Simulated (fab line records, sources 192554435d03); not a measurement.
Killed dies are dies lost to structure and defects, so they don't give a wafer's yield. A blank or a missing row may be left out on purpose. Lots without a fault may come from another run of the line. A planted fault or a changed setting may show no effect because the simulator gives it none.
Split-lot experiment | flow n5_finfet | 7 lots, 39 wafers read, on a route of 1938 steps

THE SPLIT
At N5_MOL_CONTACT_COAG_ETCH_105 (etches SiARC in CF4, target depth 15.6 nm, time 26 s), the setting bias_w was moved away from the recipe's 36 W on 12 of the 39 wafers read, by -16.8% to +17.8%. The other wafers ran this setting at the recipe's value.

The reading is taken at the split's own step.

THE READING
rf_vpp_V, in V, at N5_MOL_CONTACT_COAG_ETCH_105 (etches SiARC in CF4, target depth 15.6 nm, time 26 s). Fault-free wafers of this fab line usually give 184.3 V, standard deviation 1.2 V.

wafer  | tool, chamber at the split | bias_w as run, W | against the recipe | rf_vpp_V, V | against lot-mates on the recipe
L074.1 | rie_diel-01, 1             | 29.96            | -16.8%             | 163.0       | -20.6
L074.2 | rie_diel-01, 3             | 36               | recipe             | 183.8       | -
L074.3 | rie_diel-01, 2             | 29.96            | -16.8%             | 164.6       | -19.0
L074.4 | rie_diel-01, 0             | 36               | recipe             | 182.8       | -
L074.5 | rie_diel-01, 3             | 36               | recipe             | 184.3       | -
L074.6 | rie_diel-01, 0             | 29.96            | -16.8%             | 163.0       | -20.6
L075.1 | rie_diel-06, 1             | 33.91            | -5.8%              | 176.7       | -8.3
L075.2 | rie_diel-06, 2             | 36               | recipe             | 185.9       | -
L075.3 | rie_diel-06, 0             | 33.91            | -5.8%              | 178.6       | -6.4
L075.4 | rie_diel-06, 3             | 33.91            | -5.8%              | 179.2       | -5.8
L075.5 | rie_diel-06, 1             | 36               | recipe             | 183.8       | -
L075.6 | rie_diel-06, 2             | 36               | recipe             | 185.2       | -
L078.1 | rie_diel-01, 1             | 36               | recipe             | 183.6       | -
L078.2 | rie_diel-01, 0             | 36               | recipe             | 184.3       | -
L078.3 | rie_diel-01, 2             | 30.52            | -15.2%             | 164.7       | -19.4
L078.4 | rie_diel-01, 3             | 30.52            | -15.2%             | 163.2       | -20.9
L078.5 | rie_diel-01, 3             | 30.52            | -15.2%             | 166.2       | -17.9
L078.6 | rie_diel-01, 2             | 36               | recipe             | 184.3       | -
L082.1 | rie_diel-06, 2             | 36               | recipe             | 185.0       | -
L082.2 | rie_diel-06, 3             | 36               | recipe             | 185.5       | -
L082.3 | rie_diel-06, 0             | 36               | recipe             | 184.7       | -
L082.4 | rie_diel-06, 1             | 36               | recipe             | 184.0       | -
L082.5 | rie_diel-06, 0             | 36               | recipe             | 185.8       | -
L082.6 | rie_diel-06, 3             | 36               | recipe             | 185.3       | -
L091.1 | rie_diel-02, 3             | 36               | recipe             | 184.5       | -
L091.2 | rie_diel-02, 0             | 36               | recipe             | 181.9       | -
L091.6 | rie_diel-02, 0             | 36               | recipe             | 184.4       | -
L094.1 | rie_diel-02, 3             | 42.39            | +17.8%             | 202.7       | +17.5
L094.2 | rie_diel-02, 1             | 42.39            | +17.8%             | 205.1       | +19.9
L094.3 | rie_diel-02, 2             | 36               | recipe             | 184.7       | -
L094.4 | rie_diel-02, 0             | 36               | recipe             | 184.7       | -
L094.5 | rie_diel-02, 1             | 42.39            | +17.8%             | 204.7       | +19.5
L094.6 | rie_diel-02, 2             | 36               | recipe             | 186.1       | -
L095.1 | rie_diel-02, 3             | 36               | recipe             | 182.9       | -
L095.2 | rie_diel-02, 2             | 36               | recipe             | 186.6       | -
L095.3 | rie_diel-02, 1             | 36               | recipe             | 186.6       | -
L095.4 | rie_diel-02, 0             | 36               | recipe             | 183.6       | -
L095.5 | rie_diel-02, 0             | 36               | recipe             | 186.0       | -
L095.6 | rie_diel-02, 3             | 36               | recipe             | 184.2       | -

THE FIT
A straight line over all 39 wafers: rf_vpp_V changes by +1.2 V for each +1% of bias_w; r = +0.99; the points scatter about the line by 1.3 V.
The same after taking each lot's own level away (the mean of its wafers on the recipe; 39 wafers): +1.16 V for each +1%; r = +0.99; scatter 1.2 V.
On that fit, the largest move of bias_w shifts the reading by 21 V.
The lots' own levels span 183.60 to 185.17 V, that is 1.3 times the standard deviation above.
So the lot-to-lot level changes the slope little: the two slopes agree.
Check: with one of the wafers moved furthest among these (+17.8%) left out of the fit, the line predicts +20.9 V for it against its lot-mates. It came out at +17.5 V against them.
Tool readings at the split's step, against how far the setting was moved: rf_vpp_V r = +0.99.

OTHER SPLITS ON THESE WAFERS
These wafers also went through other splits before the reading. Each is held against what the fit with the lots' levels taken away leaves over:
other split on the same wafers | wafers away from the commonest value | r with rf_vpp_V (lot level and that fit taken away)
N5_HKMG_FIN_EXPOSE_46 dose_mj  | 12                                   | +0.06
N5_HKMG_FIN_EXPOSE_09 dose_mj  | 12                                   | -0.07
N5_HKMG_FIN_ALD_21 ald_cycles  | 15                                   | +0.04
N5_GATE_CUT_CUT_ETCH_53 icp_w  | 12                                   | -0.01

THE FILE'S OWN FIT
rf_vpp_V changes by +1.17 V for each +1% of bias_w, r = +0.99.
